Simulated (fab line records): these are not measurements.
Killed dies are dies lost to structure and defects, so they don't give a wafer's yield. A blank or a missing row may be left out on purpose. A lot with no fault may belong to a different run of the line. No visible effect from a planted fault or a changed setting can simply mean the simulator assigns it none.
fab line records + flow nand-harc
[record]
- lots = 12
- wafers = 35
- last-day = 34
route steps=1302 shown A_CONTACT@1064
lots that met no fault: from a run of the same line without faults
start-h: hours from the record's first day to the start of the lot's first wafer shown + wait-h: time in hours since the lot's previous step + " as in the row above + L1.1+2: one row covering several wafers at once + - no value present, or no start provided + * or withheld: withheld + < > ~ a bound
route shown NAME@n: a module of which the file shows steps, and the number in the route of the first + usual: mean/standard deviation of fault-free wafers + same: alike in all rows + chamber/n: place in a boat + sites: the reading at each site + _std_site: their standard deviation + _edge_site: inner sites' mean taken away from outer sites' mean + radius-mm: how far each site lies from the wafer's centre + mask NAME#n: copy n + behind: tool/chamber where the wafer was last shaped + hold: what put the lot on hold/how long, in hours/how the hold closed + device: transistor that didn't switch, given as n, p or np + end of line: tests of these same wafers at the route's end + a step with no rows: only its recipe + killed: dies that structure and defects cost at the first sort, which is not the same as the wafer's yield + map: per-die view of a wafer (x killed, . not killed, _ where there is no die)
set.NAME: the run value of the setting; set.NAME@STEP: its run value at that earlier step + model.NAME: the simulator's own value behind a step, which no gauge read
the route's steps for a sample of lots (tables are steps, rows are wafers)
services: from which hour (start-h, from the record's first day; less than 0 if before it) a tool's chamber was out of use, for how many hours, and why
[[steps]]
[step NHARC_A_CONTACT_STRIP_82]
[recipe]
- o2-flow-sccm = 500
- ar-flow-sccm = 0
- bias-w = 0
- chemistry = O2
[usual]
- drypump-motor-current-A = 5.83/0.28
- oes-product-au = 0.998/0.011
- rf-vpp-V = 57.8/0.86
- showerhead-plenum-p-Torr = 3.49/0.18
- throttle-valve-pct = 17.036/0.0098
| lot.wafer | tool        | chamber | start-h | wait-h | drypump-motor-current-A | oes-product-au | rf-hours-counter-h | rf-vpp-V | showerhead-plenum-p-Torr | throttle-valve-pct |
|-----------|-------------|---------|---------|--------|-------------------------|----------------|--------------------|----------|--------------------------|--------------------|
| L235.4    | rie-diel-03 | 3       | -       | -      | 5.73                    | 0.982          | 6                  | 57.9     | 3.28                     | 17.027             |
| L235.3    | "           | 0       | "       | "      | 5.97                    | 1.007          | 7                  | 56.8     | 3.28                     | 17.030             |
| L235.6    | "           | 3       | "       | "      | 5.74                    | 0.992          | -                  | 55.5     | 3.28                     | 17.038             |
| L237.3    | rie-diel-03 | 3       | -       | -      | 5.72                    | 0.994          | 9                  | 57.8     | 3.28                     | 17.046             |
| L237.2    | "           | 1       | "       | "      | 5.78                    | 0.981          | 10                 | 57.1     | 3.57                     | 17.036             |
| L237.5    | "           | 3       | "       | "      | 5.73                    | 1.002          | -                  | 56.8     | 3.28                     | 17.030             |
| L238.4    | rie-diel-03 | 2       | -       | -      | 6.03                    | 1.002          | 11                 | 58.5     | 3.56                     | 17.032             |
| L238.1    | "           | 3       | "       | "      | 5.71                    | 0.995          | 9                  | 55.5     | 3.28                     | 17.041             |
| L238.5    | "           | 2       | "       | "      | 6.05                    | 1.001          | -                  | 56.6     | 3.56                     | 17.032             |
| L236.4    | rie-diel-03 | 3       | -       | -      | 5.72                    | 1.001          | 10                 | 57.3     | 3.28                     | 17.017             |
| L236.3    | "           | 1       | "       | "      | 5.77                    | 0.990          | 12                 | 58.4     | 3.57                     | 17.036             |
| L236.6    | "           | 3       | "       | "      | 5.71                    | 1.013          | -                  | 57.6     | 3.28                     | 17.034             |
| L240.3    | rie-diel-03 | 0       | -       | -      | 5.95                    | 1.016          | 13                 | 56.4     | 3.27                     | 17.043             |
| L240.6    | "           | 2       | "       | "      | 6.04                    | 1.000          | -                  | 58.1     | 3.56                     | 17.047             |
| L240.5    | "           | 3       | "       | "      | 5.71                    | 1.000          | -                  | 55.6     | 3.28                     | 17.038             |
| L239.2    | rie-diel-09 | 2       | -       | -      | 6.21                    | 1.003          | 18                 | 58.7     | 3.48                     | 17.023             |
| L239.6    | "           | 2       | "       | "      | 6.23                    | 0.996          | -                  | 57.7     | 3.48                     | 17.030             |
| L239.5    | "           | 3       | "       | "      | 5.99                    | 1.009          | -                  | 57.8     | 3.80                     | 17.030             |
| L241.3    | rie-diel-03 | 1       | -       | -      | 5.77                    | 0.978          | 18                 | 56.8     | 3.57                     | 17.031             |
| L241.2    | "           | 2       | "       | "      | 6.04                    | 0.986          | 17                 | 57.2     | 3.56                     | 17.033             |
| L241.5    | "           | 2       | "       | "      | 6.02                    | 0.990          | -                  | 57.8     | 3.56                     | 17.041             |
| L244.1    | rie-diel-03 | 1       | -       | -      | 5.77                    | 0.976          | 21                 | 58.3     | 3.57                     | 17.032             |
| L244.3    | "           | 3       | "       | "      | 5.74                    | 1.002          | 19                 | 58.2     | 3.28                     | 17.035             |
| L244.5    | "           | 0       | "       | "      | 6.00                    | 1.001          | -                  | 57.6     | 3.27                     | 17.043             |
| L243.1    | rie-diel-13 | 1       | -       | -      | 5.35                    | 0.990          | 20                 | 58.3     | 3.55                     | 17.045             |
| L243.5    | "           | 2       | "       | "      | 5.09                    | 0.985          | -                  | 59.3     | 3.61                     | 17.048             |
| L243.6    | "           | 3       | "       | "      | 6.38                    | 0.997          | -                  | 57.1     | 3.32                     | 17.039             |
| L247.2    | rie-diel-03 | 2       | -       | -      | 6.00                    | 1.009          | 2                  | 58.0     | 3.55                     | 17.027             |
| L247.4    | "           | 0       | "       | "      | 5.99                    | 1.003          | 3                  | 57.7     | 3.81                     | 17.017             |
| L247.6    | "           | 2       | "       | "      | 6.02                    | 1.004          | -                  | 58.3     | 3.55                     | 17.030             |
| L254.4    | rie-diel-09 | 1       | -       | -      | 5.83                    | 1.008          | 14                 | 58.6     | 3.74                     | 17.047             |
| L254.5    | "           | 0       | "       | "      | 4.92                    | 0.973          | -                  | 57.1     | 3.47                     | 17.045             |
| L254.6    | "           | 1       | "       | "      | 5.82                    | 1.009          | -                  | 58.0     | 3.74                     | 17.047             |
| L256.4    | rie-diel-03 | 0       | -       | -      | 5.98                    | 0.996          | 21                 | 58.8     | 3.80                     | 17.035             |
| L256.5    | "           | 3       | "       | "      | 5.69                    | 1.001          | -                  | 57.9     | 3.26                     | 17.038             |
[step NHARC_A_CONTACT_DEP_84]
[recipe]
- target-thk-a = 28000
- temp-c = 400
- material = aC
[usual]
- throttle-valve-pct = 35.000/0.0083
| lot.wafer | tool       | chamber | start-h | wait-h | throttle-valve-pct |
|-----------|------------|---------|---------|--------|--------------------|
| L235.3    | acl-dep-01 | 0       | 516.43  | -      | 34.993             |
| L235.4    | "          | 0       | "       | "      | 35.001             |
| L235.6    | "          | 0       | "       | "      | 35.003             |
| L237.2    | acl-dep-02 | 0       | 533.68  | -      | 35.016             |
| L237.3    | "          | 0       | "       | "      | 34.996             |
| L237.5    | "          | 0       | "       | "      | 34.999             |
| L238.1    | acl-dep-02 | 0       | 535.10  | -      | 35.009             |
| L238.4    | "          | 0       | "       | "      | 34.984             |
| L238.5    | "          | 0       | "       | "      | 34.998             |
| L236.3    | acl-dep-01 | 0       | 538.62  | -      | 35.013             |
| L236.4    | "          | 0       | "       | "      | 34.998             |
| L236.6    | "          | 0       | "       | "      | 35.002             |
| L240.3    | acl-dep-03 | 0       | 548.43  | -      | 35.011             |
| L240.5    | "          | 0       | "       | "      | 34.991             |
| L240.6    | "          | 0       | "       | "      | 35.009             |
| L239.2    | acl-dep-01 | 0       | 548.80  | -      | 34.996             |
| L239.5    | "          | 0       | "       | "      | 35.002             |
| L239.6    | "          | 0       | "       | "      | 35.009             |
| L241.2    | acl-dep-02 | 0       | 582.84  | -      | 35.017             |
| L241.3    | "          | 0       | "       | "      | 35.003             |
| L241.5    | "          | 0       | "       | "      | 34.997             |
| L244.1    | acl-dep-03 | 0       | 607.56  | -      | 35.014             |
| L244.3    | "          | 0       | "       | "      | 35.019             |
| L244.5    | "          | 0       | "       | "      | 35.011             |
| L243.1    | acl-dep-03 | 0       | 609.26  | -      | 35.004             |
| L243.5    | "          | 0       | 610.40  | -      | 35.007             |
| L243.6    | "          | 0       | "       | "      | 35.004             |
| L247.2    | acl-dep-02 | 0       | 660.56  | -      | 35.007             |
| L247.4    | "          | 0       | "       | "      | 34.999             |
| L247.6    | "          | 0       | "       | "      | 34.995             |
| L254.4    | acl-dep-01 | 0       | 719.82  | -      | 34.995             |
| L254.5    | "          | 0       | "       | "      | 35.005             |
| L254.6    | "          | 0       | "       | "      | 34.994             |
| L256.4    | acl-dep-03 | 0       | 759.25  | -      | 35.003             |
| L256.5    | "          | 0       | "       | "      | 34.999             |
[step NHARC_A_CONTACT_ETCH_138]
[recipe]
- source-w = withheld
- pressure-mtorr = 20
- bias-v = 1200
- time-s = 311
- target-depth-a = 19140
- ar-flow-sccm = withheld
- c4f8-flow-sccm = withheld
- o2-flow-sccm = withheld
- chemistry = C4F8/O2/Ar
[usual]
- run-length-s = 311/0
| lot.wafer | tool            | chamber | start-h | wait-h | rf-hours-counter-h | run-length-s |
|-----------|-----------------|---------|---------|--------|--------------------|--------------|
| L235.3    | har-cap-etch-03 | 0       | 520.79  | 0.2    | -                  | 311          |
| L235.4    | "               | 1       | "       | "      | -                  | 311          |
| L235.6    | "               | 0       | "       | "      | -                  | 311          |
| L237.2    | har-cap-etch-01 | 0       | 538.26  | 0.2    | 8                  | 311          |
| L237.3    | "               | 0       | "       | "      | -                  | 311          |
| L237.5    | "               | 0       | "       | "      | -                  | 311          |
| L238.1    | har-cap-etch-02 | 1       | 539.90  | 0.2    | 94                 | 311          |
| L238.4    | "               | 0       | "       | "      | -                  | 311          |
| L238.5    | "               | 1       | "       | "      | -                  | 311          |
| L236.4    | har-cap-etch-03 | 1       | 542.98  | 0.2    | -                  | 311          |
| L236.3    | "               | 0       | "       | "      | -                  | 311          |
| L236.6    | "               | 1       | "       | "      | -                  | 311          |
| L240.3    | har-cap-etch-03 | 0       | 552.74  | 0.2    | -                  | 311          |
| L240.6    | "               | 0       | "       | "      | -                  | 311          |
| L240.5    | "               | 1       | "       | "      | -                  | 311          |
| L239.2    | har-cap-etch-01 | 1       | 554.66  | 0.2    | 11                 | 311          |
| L239.6    | "               | 1       | "       | "      | -                  | 311          |
| L239.5    | "               | 0       | "       | "      | -                  | 311          |
| L241.2    | har-cap-etch-01 | 0       | 587.25  | 0.2    | 14                 | 311          |
| L241.3    | "               | 1       | "       | "      | -                  | 311          |
| L241.5    | "               | 1       | "       | "      | -                  | 311          |
| L244.1    | har-cap-etch-02 | 1       | 612.96  | 0.2    | 105                | 311          |
| L244.3    | "               | 1       | "       | "      | -                  | 311          |
| L244.5    | "               | 0       | "       | "      | -                  | 311          |
| L243.1    | har-cap-etch-02 | 1       | 614.52  | 0.2    | 106                | 311          |
| L243.6    | "               | 1       | "       | "      | -                  | 311          |
| L243.5    | "               | 0       | "       | "      | -                  | 311          |
| L247.2    | har-cap-etch-03 | 1       | 665.31  | 0.2    | 68                 | 311          |
| L247.4    | "               | 0       | "       | "      | -                  | 311          |
| L247.6    | "               | 0       | "       | "      | -                  | 311          |
| L254.4    | har-cap-etch-01 | 0       | 723.93  | 0.2    | -                  | 311          |
| L254.5    | "               | 0       | "       | "      | -                  | 311          |
| L254.6    | "               | 1       | "       | "      | -                  | 311          |
| L256.4    | har-cap-etch-01 | 0       | 764.40  | 0.2    | -                  | 311          |
| L256.5    | "               | 1       | "       | "      | -                  | 311          |
[step NHARC_A_CONTACT_ETCH_92]
[recipe]
- target-depth-a = 400
- over-etch-frac = 0.5
- time-s = 85.7
- ion-energy-ev = 120
- ch3f-flow-sccm = 50
- o2-flow-sccm = 30
- ar-flow-sccm = 200
- rf-w = 500
- bias-w = 100
- chemistry = CH3F/O2
[usual]
- drypump-motor-current-A = 5.8/0.3
- oes-product-au = 0.931/0.02
- rf-vpp-V = 244.0/2
- run-length-s = 107.0/0.44
- showerhead-plenum-p-Torr = 2.43/0.12
- throttle-valve-pct = 20.662/0.01
| lot.wafer | tool        | chamber | start-h | wait-h | drypump-motor-current-A | oes-product-au | rf-hours-counter-h | rf-vpp-V | run-length-s | showerhead-plenum-p-Torr | throttle-valve-pct |
|-----------|-------------|---------|---------|--------|-------------------------|----------------|--------------------|----------|--------------|--------------------------|--------------------|
| L235.4    | rie-diel-03 | 1       | 521.53  | 0.4    | 5.8                     | 0.911          | 9                  | 244.3    | 107.6        | 2.49                     | 20.681             |
| L235.3    | "           | 2       | "       | "      | 6.0                     | 0.927          | 9                  | 244.7    | 106.7        | 2.48                     | 20.662             |
| L235.6    | "           | 1       | "       | "      | 5.8                     | 0.926          | -                  | 245.2    | 107.2        | 2.49                     | 20.675             |
| L237.2    | rie-diel-03 | 0       | 539.10  | 0.5    | 6.0                     | 0.932          | 11                 | 244.7    | 106.9        | 2.28                     | 20.662             |
| L237.3    | "           | 1       | "       | "      | 5.7                     | 0.913          | 13                 | 245.4    | 107.2        | 2.49                     | 20.663             |
| L237.5    | "           | 3       | "       | "      | 5.7                     | 0.931          | -                  | 242.0    | 107.8        | 2.28                     | 20.666             |
| L238.4    | rie-diel-09 | 2       | 540.76  | 0.4    | 6.1                     | 0.926          | 16                 | 243.6    | 106.8        | 2.42                     | 20.638             |
| L238.1    | "           | 3       | "       | "      | 6.0                     | 0.934          | 14                 | 245.9    | 107.2        | 2.65                     | 20.661             |
| L238.5    | "           | 2       | "       | "      | 6.2                     | 0.923          | -                  | 243.2    | 107.2        | 2.42                     | 20.642             |
| L236.3    | rie-diel-03 | 0       | 543.73  | 0.4    | 6.0                     | 0.927          | 13                 | 240.9    | 106.8        | 2.27                     | 20.655             |
| L236.4    | "           | 1       | "       | "      | 5.8                     | 0.926          | 14                 | 243.2    | 107.2        | 2.49                     | 20.676             |
| L236.6    | "           | 3       | "       | "      | 5.7                     | 0.935          | -                  | 243.2    | 107.4        | 2.28                     | 20.657             |
| L240.3    | rie-diel-03 | 1       | 553.51  | 0.4    | 5.8                     | 0.929          | 15                 | 245.2    | 107.3        | 2.49                     | 20.660             |
| L240.6    | "           | 3       | "       | "      | 5.8                     | 0.952          | -                  | 242.0    | 107.2        | 2.28                     | 20.658             |
| L240.5    | "           | 0       | "       | "      | 5.9                     | 0.954          | -                  | 240.5    | 106.8        | 2.27                     | 20.660             |
| L239.2    | rie-diel-03 | 2       | 555.49  | 0.5    | 6.0                     | 1.008          | 13                 | 244.4    | 107.1        | 2.48                     | 20.654             |
| L239.5    | "           | 2       | "       | "      | 6.0                     | 1.000          | -                  | 243.6    | 106.9        | 2.48                     | 20.659             |
| L239.6    | "           | 3       | "       | "      | 5.7                     | 1.004          | -                  | 241.7    | 107.8        | 2.28                     | 20.671             |
| L241.2    | rie-diel-03 | 2       | 588.04  | 0.5    | 6.0                     | 0.925          | 17                 | 244.9    | 106.8        | 2.48                     | 20.654             |
| L241.3    | "           | 1       | "       | "      | 5.7                     | 0.916          | 18                 | 244.7    | 107.5        | 2.49                     | 20.652             |
| L241.5    | "           | 2       | "       | "      | 6.0                     | 0.929          | -                  | 243.3    | 107.0        | 2.48                     | 20.652             |
| L244.1    | rie-diel-03 | 3       | 613.79  | 0.5    | 5.8                     | 0.942          | 21                 | 241.4    | 107.3        | 2.28                     | 20.659             |
| L244.3    | "           | 0       | "       | "      | 5.9                     | 0.942          | 22                 | 241.3    | 106.4        | 2.27                     | 20.654             |
| L244.5    | "           | 2       | "       | "      | 6.0                     | 0.947          | -                  | 245.3    | 107.0        | 2.48                     | 20.666             |
| L243.1    | rie-diel-03 | 1       | 615.36  | 0.5    | 5.8                     | 0.912          | 24                 | 245.1    | 107.1        | 2.49                     | 20.644             |
| L243.6    | "           | 0       | "       | "      | 6.0                     | 0.933          | -                  | 241.2    | 106.8        | 2.27                     | 20.650             |
| L243.5    | "           | 1       | "       | "      | 5.7                     | 0.917          | -                  | 245.4    | 107.8        | 2.49                     | 20.657             |
| L247.2    | rie-diel-13 | 0       | 666.14  | 0.5    | 5.1                     | 0.929          | 51                 | 246.7    | 107.0        | 2.57                     | 20.673             |
| L247.4    | "           | 2       | "       | "      | 5.1                     | 0.917          | 47                 | 246.4    | 107.7        | 2.51                     | 20.671             |
| L247.6    | "           | 0       | "       | "      | 5.1                     | 0.928          | -                  | 247.5    | 106.9        | 2.57                     | 20.667             |
| L254.4    | rie-diel-03 | 2       | 724.70  | 0.4    | 6.0                     | 0.937          | 14                 | 243.9    | 106.9        | 2.47                     | 20.670             |
| L254.6    | "           | 0       | "       | "      | 6.0                     | 0.921          | -                  | 247.1    | 106.6        | 2.65                     | 20.667             |
| L254.5    | "           | 1       | "       | "      | 5.8                     | 0.910          | -                  | 244.8    | 107.2        | 2.48                     | 20.670             |
| L256.4    | rie-diel-03 | 0       | 765.17  | 0.5    | 6.0                     | 0.921          | 21                 | 247.6    | 106.6        | 2.65                     | 20.668             |
| L256.5    | "           | 3       | "       | "      | 5.7                     | 0.925          | -                  | 240.9    | 79.0         | 2.27                     | 20.667             |
[[services]]
| tool            | chamber | start-h | hours | kind   |
|-----------------|---------|---------|-------|--------|
| rie-diel-03     | 0       | 491.89  | -     | clean  |
| rie-diel-03     | 1       | 491.89  | -     | clean  |
| rie-diel-03     | 2       | 491.89  | -     | clean  |
| har-cap-etch-01 | -       | 497.00  | 17.0  | pm     |
| rie-diel-09     | -       | 497.23  | 9.0   | pm     |
| rie-diel-13     | 1       | 534.71  | 5.6   | repair |
| acl-dep-01      | -       | 550.24  | 13.0  | pm     |
| acl-dep-02      | -       | 609.99  | 13.0  | pm     |
| rie-diel-09     | 1       | 614.05  | 21.8  | repair |
| rie-diel-03     | -       | 635.49  | 9.0   | pm     |
| rie-diel-09     | 2       | 636.53  | 4.5   | repair |
| acl-dep-03      | -       | 664.84  | 13.0  | pm     |
| rie-diel-09     | 3       | 667.97  | 27.0  | repair |
| rie-diel-09     | -       | 674.23  | 9.0   | pm     |
| rie-diel-09     | -       | 690.00  | 1.5   | repair |
| rie-diel-13     | -       | 697.55  | 9.0   | pm     |
| har-cap-etch-02 | -       | 704.55  | 3.0   | repair |
| rie-diel-03     | 1       | 709.16  | 9.5   | repair |
| rie-diel-13     | 0       | 716.02  | 8.3   | repair |
| rie-diel-03     | 2       | 719.35  | 2.9   | repair |
| rie-diel-09     | 1       | 722.39  | 2.7   | repair |
| acl-dep-01      | -       | 732.80  | 13.0  | pm     |
| har-cap-etch-02 | -       | 754.00  | 17.0  | pm     |
| rie-diel-03     | 0       | 759.99  | 3.4   | repair |
[[key]]
[first-sign]
- step = NHARC_A_CONTACT_ETCH_92
- reading = run-length-s
- direction = down
- sigmas = 63
- usual = *
- struck = *
effect none on later readings
met-at NHARC_A_CONTACT_ETCH_92
struck-lots L256
struck-wafers L256.5
tester-left-out L256
not-acting-at NHARC_A_CONTACT_STRIP_82,NHARC_A_CONTACT_DEP_84,NHARC_A_CONTACT_ETCH_138
onset-between 724.70 765.17
[fault]
- kind = process-parameter-drift
- tool = rie-diel-03
- chamber = -
- onset-h = 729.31
- steps = NHARC_A_CONTACT_ETCH_92
- channel = time-s
- offset = *
- shape = step
- end-h = 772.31
- scope = struck-wafers-only
- acts-in = *
- stated = *
// tester-left-out: of these lots the tester's yield and bins aren't shown, on N5 and GAA mostly nor the transistor test; their killed dies are dies lost to structure and defects alone, not to doping, threshold or leakage, so they don't give the yield
